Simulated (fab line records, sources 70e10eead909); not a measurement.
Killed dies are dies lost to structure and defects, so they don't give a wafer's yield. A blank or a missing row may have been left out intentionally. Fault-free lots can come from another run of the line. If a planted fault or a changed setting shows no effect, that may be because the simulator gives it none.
Which tool was responsible? -- flow nand harc -- Sampling: 11 lots, 33 wafers, 7 of 1159 route steps

## WHAT EACH GAUGE READ, for each wafer
NHARC_P_STI_CD_MEAS_09: the cd target is 200 nm. Usual: 199.6 nm for cd nm, sd 1.9.
lot,measured,on,cd nm (nm),flag
L365,day 2 21:12,cd sem-01,196.8 199.2 196.7,
L366,day 3 05:11,cd sem-03,240.3 242.4 240.2,OFF
L367,day 3 12:31,cd sem-03,196.8 197.8 198.0,
L375,day 5 11:40,cd sem-03,202.8 203.3 203.8,
L376,day 5 17:10,cd sem-02,202.9 201.6 203.9,
L377,day 5 23:08,cd sem-01,200.0 197.8 198.9,
L378,day 6 08:32,cd sem-01,198.7 196.6 197.0,
L380,day 6 20:06,cd sem-03,199.1 197.8 198.7,
L383,day 7 14:13,cd sem-01,201.1 200.0 199.6,
L385,day 8 00:38,cd sem-02,198.3 198.1 197.0,
L386,day 8 04:59,cd sem-01,201.0 202.7 200.2,

NHARC_P_STI_OCD_MEAS_17. Usual: trench depth nm 300 nm, standard deviation 3.5; trench foot cd nm 157.7 nm, standard deviation 2.
lot,measured,on,trench depth nm (nm),trench foot cd nm (nm),flag
L365,day 2 22:00,ocd-01,301 298 301,154.4 157.6 154.6,
L366,day 3 05:58,ocd-02,302 297 297,198.3 200.8 198.6,OFF
L367,day 3 13:19,ocd-02,292 296 294,155.7 157.0 157.6,
L375,day 5 12:28,ocd-02,300 298 296,160.9 161.4 162.5,
L376,day 5 17:57,ocd-02,298 296 294,160.8 160.2 162.6,
L377,day 5 23:56,ocd-02,296 304 296,158.1 155.5 157.1,
L378,day 6 09:19,ocd-01,297 301 303,157.5 154.8 154.4,
L380,day 6 20:53,ocd-02,305 302 305,156.1 155.2 156.1,
L383,day 7 15:01,ocd-01,302 300 300,160.2 157.8 157.6,
L385,day 8 01:26,ocd-02,301 302 299,155.7 156.0 155.2,
L386,day 8 05:47,ocd-02,302 305 304,158.9 160.0 157.6,

NHARC_END_SORT_01. Usual: killed at array 26, standard deviation 9.9; killed at other 0.8, standard deviation 1; killed at periphery 2.8, standard deviation 2.2; killed dies 29, standard deviation 9.9; killed open 3.2, standard deviation 1.8; killed short 2.1, standard deviation 1.4.
lot,measured,on,killed at array,killed at other,killed at periphery,killed dies,killed open,killed short,flag
L366,day 19 23:47,prober-01,13,0,3,16,4,3,
L377,day 22 08:06,prober-01,12 21 19,0 0 0,1 1 3,13 22 22,2 6 6,2 4 7,

## TOOL THAT RAN EACH LOT (tool first, then ch and the chambers of the sampled wafers, then the start)
lot,NHARC_P_ZERO_WELL_DESCUM_13,NHARC_P_ZERO_WELL_ETCH_62,NHARC_P_ZERO_WELL_RTA_42,NHARC_P_STI_EXPOSE_06
L365,"rie diel-05 ch 0,2,3, day 2 01:25","rie diel-05 ch 1,3, day 2 06:48 or earlier","rtp anneal-02 ch 0, day 2 06:48","krf scanner-04 ch 0, day 2 21:03"
L366,"rie diel-03 ch 0,2, day 2 07:17","rie diel-03 ch 2, day 2 12:50 or earlier","rtp anneal-01 ch 0, day 2 12:50","krf scanner-04 ch 0, day 3 05:02"
L367,"rie diel-01 ch 2,3, day 2 13:19","rie diel-01 ch 0,2,3, day 2 18:58 or earlier","rtp anneal-01 ch 0, day 2 18:58","krf scanner-04 ch 0, day 3 12:23"
L375,"rie diel-03 ch 0,1,2, day 4 13:25","rie diel-03 ch 0,1,3, day 4 18:49 or earlier","rtp anneal-01 ch 0, day 4 18:49","krf scanner-01 ch 0, day 5 11:31"
L376,"rie diel-05 ch 1,2,3, day 4 19:25","rie diel-05 ch 2,3, day 5 01:18 or earlier","rtp anneal-01 ch 0, day 5 01:18","krf scanner-01 ch 0, day 5 17:01"
L377,"rie diel-05 ch 2,3, day 5 01:26","rie diel-05 ch 2,3, day 5 06:58 or earlier","rtp anneal-01 ch 0, day 5 06:58","krf scanner-04 ch 0, day 5 22:59"
L378,"rie diel-03 ch 1,2,3, day 5 07:25","rie diel-03 ch 1,2, day 5 13:01 or earlier","rtp anneal-02 ch 0, day 5 13:01","krf scanner-01 ch 0, day 6 08:23"
L380,"rie diel-03 ch 1,3, day 5 19:24","rie diel-03 ch 0,2,3, day 6 01:10 or earlier","rtp anneal-01 ch 0, day 6 01:10","krf scanner-01 ch 0, day 6 19:57"
L383,"rie diel-01 ch 1,2,3, day 6 13:26","rie diel-01 ch 2,3, day 6 19:10 or earlier","rtp anneal-01 ch 0, day 6 19:10","krf scanner-02 ch 0, day 7 14:04"
L385,"rie diel-03 ch 1,2,3, day 7 01:25","rie diel-03 ch 0,1,3, day 7 07:03 or earlier","rtp anneal-01 ch 0, day 7 07:03","krf scanner-04 ch 0, day 8 00:28"
L386,"rie diel-01 ch 1,3, day 7 07:25","rie diel-01 ch 0,1,2, day 7 12:57 or earlier","rtp anneal-01 ch 0, day 7 12:57","krf scanner-01 ch 0, day 8 04:50"
- NHARC_P_ZERO_WELL_DESCUM_13: chemistry O2, time 3 s.
- NHARC_P_ZERO_WELL_ETCH_62: etches the open film in CHF3/Ar, target depth 13 nm, time 6.5 s.
- NHARC_P_ZERO_WELL_RTA_42: time 300 s.
- NHARC_P_STI_EXPOSE_06: exposes mask P STI, target cd 200 nm.

## AS READ BY THE TOOLS THEMSELVES (means over the sampled wafers that have a number; for cases with no such wafer, the mark the record gives instead)
NHARC_P_ZERO_WELL_DESCUM_13. Usual: drypump motor current A 5.9 A, standard deviation 0.52; oes product au 1.004 a.u., standard deviation 0.0078; rf vpp V 57.6 V, standard deviation 0.86; showerhead plenum p Torr 1.89 Torr, standard deviation 0.087; throttle valve pct 11.312 %, standard deviation 0.0087.
lot,tool,drypump motor current A (A),oes product au (a.u.),rf vpp V (V),showerhead plenum p Torr (Torr),throttle valve pct (%),flag
L365,rie diel-05,5.9,0.996,57.8,1.92,11.303,
L366,rie diel-03,5.9,1.004,57.3,1.83,11.301,
L367,rie diel-01,6.2,1.005,56.5,1.87,11.315,
L375,rie diel-03,5.7,1.003,57.2,1.81,11.309,
L376,rie diel-05,5.9,1.004,57.5,1.91,11.313,
L377,rie diel-05,6.3,1.012,58.1,1.96,11.317,
L378,rie diel-03,5.8,1.002,57.0,1.82,11.309,
L380,rie diel-03,5.7,1.017,57.7,1.85,11.310,
L383,rie diel-01,5.8,0.996,57.7,1.91,11.320,
L385,rie diel-03,5.8,0.996,56.8,1.82,11.311,
L386,rie diel-01,6.3,1.001,57.6,1.83,11.314,

NHARC_P_ZERO_WELL_ETCH_62. Usual: drypump motor current A 5.9 A, standard deviation 0.52; oes product au 0.965 a.u., standard deviation 0.017; rf vpp V 369.8 V, standard deviation 2.4; showerhead plenum p Torr 2.31 Torr, standard deviation 0.1; throttle valve pct 20.217 %, standard deviation 0.009.
lot,tool,drypump motor current A (A),oes product au (a.u.),rf vpp V (V),showerhead plenum p Torr (Torr),throttle valve pct (%),flag
L365,rie diel-05,5.4,0.956,368.5,2.27,20.217,
L366,rie diel-03,6.1,0.944,367.8,2.19,20.214,
L367,rie diel-01,6.1,0.978,370.6,2.38,20.220,
L375,rie diel-03,5.7,0.973,369.1,2.26,20.219,
L376,rie diel-05,6.4,0.958,372.3,2.42,20.214,
L377,rie diel-05,6.4,0.949,372.3,2.42,20.214,
L378,rie diel-03,5.8,0.975,367.5,2.20,20.223,
L380,rie diel-03,6.0,0.975,368.5,2.25,20.221,
L383,rie diel-01,6.2,0.972,369.7,2.30,20.216,
L385,rie diel-03,5.7,0.928,368.7,2.26,20.209,
L386,rie diel-01,5.7,0.972,371.4,2.42,20.211,

NHARC_P_ZERO_WELL_RTA_42. Usual: lamp power pct 34.51 %, standard deviation 0.2; lamp_zone_3_pct 34.51 %, standard deviation 0.19; wafer_temp_C_max 1104.6, standard deviation 1.7.
lot,tool,lamp power pct (%),lamp_zone_3_pct (%),wafer_temp_C_max,flag
L365,rtp anneal-02,34.82,34.83,1106.2,
L366,rtp anneal-01,34.43,34.44,1103.8,
L367,rtp anneal-01,34.38,34.43,1104.4,
L375,rtp anneal-01,34.39,34.41,1103.3,
L376,rtp anneal-01,34.43,34.45,1103.0,
L377,rtp anneal-01,34.41,34.40,1104.1,
L378,rtp anneal-02,34.78,34.80,1109.0,
L380,rtp anneal-01,34.40,34.40,1103.0,
L383,rtp anneal-01,34.33,34.39,1104.1,
L385,rtp anneal-01,34.29,34.33,1104.1,
L386,rtp anneal-01,34.43,34.42,1103.4,

## THE ANSWER, worked out from the rows above alone
Rule: a lot counts as off when the mean over its wafers that have a number is more than 3 standard deviations away from the usual mean. A lot without any number at a reading at which 4 lots or more have one is off too. All remaining lots with rows at the step are treated as sound. First the gauges in route order, then the tools' own readings, where a lot's mean is used as printed above. The first step at which some lot is off is used, and at that step the reading that is off furthest; a lot without a number counts as furthest.
Off: L366, at NHARC_P_STI_CD_MEAS_09 (cd nm).
If a tool, at a process step before that reading, ran all the lots that are off and no sound lot after the first of them, it fits. Not tried: the gauges at NHARC_P_STI_CD_MEAS_09; whatever is off there is also off at NHARC_P_STI_OCD_MEAS_17, on other tools, and gauge error can't account for it. NHARC_P_ZERO_WELL_ETCH_62 gives no start for some lots, so the hours and the order of its lots are those of NHARC_P_ZERO_WELL_RTA_42. Of those tried, none fits.

## WHAT THE SIMULATOR HAD PUT IN
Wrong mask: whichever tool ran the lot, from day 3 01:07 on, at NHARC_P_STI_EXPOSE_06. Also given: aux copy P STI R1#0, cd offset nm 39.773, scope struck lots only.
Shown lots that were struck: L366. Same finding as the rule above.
